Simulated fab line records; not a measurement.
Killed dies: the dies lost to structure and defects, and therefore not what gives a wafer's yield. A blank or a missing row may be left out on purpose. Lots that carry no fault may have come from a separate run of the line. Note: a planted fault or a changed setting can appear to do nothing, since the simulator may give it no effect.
Split-lot study | flow n5-finfet | 39 wafers read across 7 lots, on a route 1938 steps long

## ABOUT THE SPLIT
At N5_WELL_APT_IMPLANT_15, the setting energy-kev was moved away from the recipe's 25 on 15 of the 39 wafers read, by -11.0% to +10.6%. This setting was run at the recipe's value on the other wafers.

The split's own step is where the reading is taken.

## THE READING
In nm, at N5_WELL_APT_IMPLANT_15: implant.drp-nm, which is the simulator's own figure and was read by no gauge. No usual value for it is given in the file.

wafer  | tool, chamber at the split | energy-kev as run | against the recipe | implant.drp-nm, nm | against lot-mates on the recipe
L074.1 | implanter-02, 0            | 26.22             | +4.9%              | 8.749              | +0.292
L074.5 | implanter-02, 0            | 26.22             | +4.9%              | 8.749              | +0.292
L074.6 | implanter-02, 0            | 26.22             | +4.9%              | 8.749              | +0.292
L074.2 | implanter-02, 0            | 25                | recipe             | 8.457              | -
L074.3 | implanter-02, 0            | 25                | recipe             | 8.457              | -
L074.4 | implanter-02, 0            | 25                | recipe             | 8.457              | -
L075.1 | implanter-02, 0            | 25                | recipe             | 8.457              | -
L075.3 | implanter-02, 0            | 25                | recipe             | 8.457              | -
L075.5 | implanter-02, 0            | 25                | recipe             | 8.457              | -
L075.2 | implanter-02, 0            | 27.65             | +10.6%             | 9.088              | +0.631
L075.4 | implanter-02, 0            | 27.65             | +10.6%             | 9.088              | +0.631
L075.6 | implanter-02, 0            | 27.65             | +10.6%             | 9.088              | +0.631
L082.1 | implanter-01, 0            | 26.67             | +6.7%              | 8.856              | +0.399
L082.3 | implanter-01, 0            | 26.67             | +6.7%              | 8.856              | +0.399
L082.4 | implanter-01, 0            | 26.67             | +6.7%              | 8.856              | +0.399
L082.2 | implanter-01, 0            | 25                | recipe             | 8.457              | -
L082.5 | implanter-01, 0            | 25                | recipe             | 8.457              | -
L082.6 | implanter-01, 0            | 25                | recipe             | 8.457              | -
L087.1 | implanter-02, 0            | 22.24             | -11.0%             | 7.789              | -0.668
L087.2 | implanter-02, 0            | 22.24             | -11.0%             | 7.789              | -0.668
L087.5 | implanter-02, 0            | 22.24             | -11.0%             | 7.789              | -0.668
L087.3 | implanter-02, 0            | 25                | recipe             | 8.457              | -
L087.4 | implanter-02, 0            | 25                | recipe             | 8.457              | -
L087.6 | implanter-02, 0            | 25                | recipe             | 8.457              | -
L089.2 | implanter-02, 0            | 25                | recipe             | 8.457              | -
L089.3 | implanter-02, 0            | 25                | recipe             | 8.457              | -
L089.6 | implanter-02, 0            | 25                | recipe             | 8.457              | -
L094.1 | implanter-02, 0            | 23.02             | -7.9%              | 7.979              | -0.478
L094.5 | implanter-02, 0            | 23.02             | -7.9%              | 7.979              | -0.478
L094.6 | implanter-02, 0            | 23.02             | -7.9%              | 7.979              | -0.478
L094.2 | implanter-02, 0            | 25                | recipe             | 8.457              | -
L094.3 | implanter-02, 0            | 25                | recipe             | 8.457              | -
L094.4 | implanter-02, 0            | 25                | recipe             | 8.457              | -
L096.1 | implanter-02, 0            | 25                | recipe             | 8.457              | -
L096.2 | implanter-02, 0            | 25                | recipe             | 8.457              | -
L096.3 | implanter-02, 0            | 25                | recipe             | 8.457              | -
L096.4 | implanter-02, 0            | 25                | recipe             | 8.457              | -
L096.5 | implanter-02, 0            | 25                | recipe             | 8.457              | -
L096.6 | implanter-02, 0            | 25                | recipe             | 8.457              | -

FIT RESULTS
A straight line over all 39 wafers: implant.drp-nm changes by +0.0601 nm for each +1% of energy-kev; r = +1.00; the points scatter about the line by 0.002 nm.
The same after taking each lot's own level away (the mean of its wafers on the recipe; 39 wafers): +0.0601 nm for each +1%; r = +1.00; scatter 0.002 nm.
Per that fit: largest energy-kev move, reading shift of 0.66 nm.
The lots' own levels span 8.4570 to 8.4570 nm.
The two slopes agree, so the slope changes little with the lot-to-lot level.
Check: for one of the wafers moved furthest among these (-11.0%), held out of the fit, the line's prediction against its lot-mates is -0.664 nm. Against them it came out at -0.668 nm.

## THE WHOLE CHAIN: every reading that the file lists as answering this split, in the file's order
step                   | what it does | reading                                                         | change (the file's fit)               | r (the file's)
N5_WELL_APT_IMPLANT_15 |              | implant.rp-nm (the simulator's own value, which no gauge read)  | +0.141 nm for each +1% of the setting | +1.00
N5_WELL_APT_IMPLANT_15 |              | implant.drp-nm (the simulator's own value, which no gauge read) | +0.06 nm for each +1% of the setting  | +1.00

## THE FILE'S OWN FIT
implant.drp-nm changes by +0.06 nm for each +1% of energy-kev, r = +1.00.
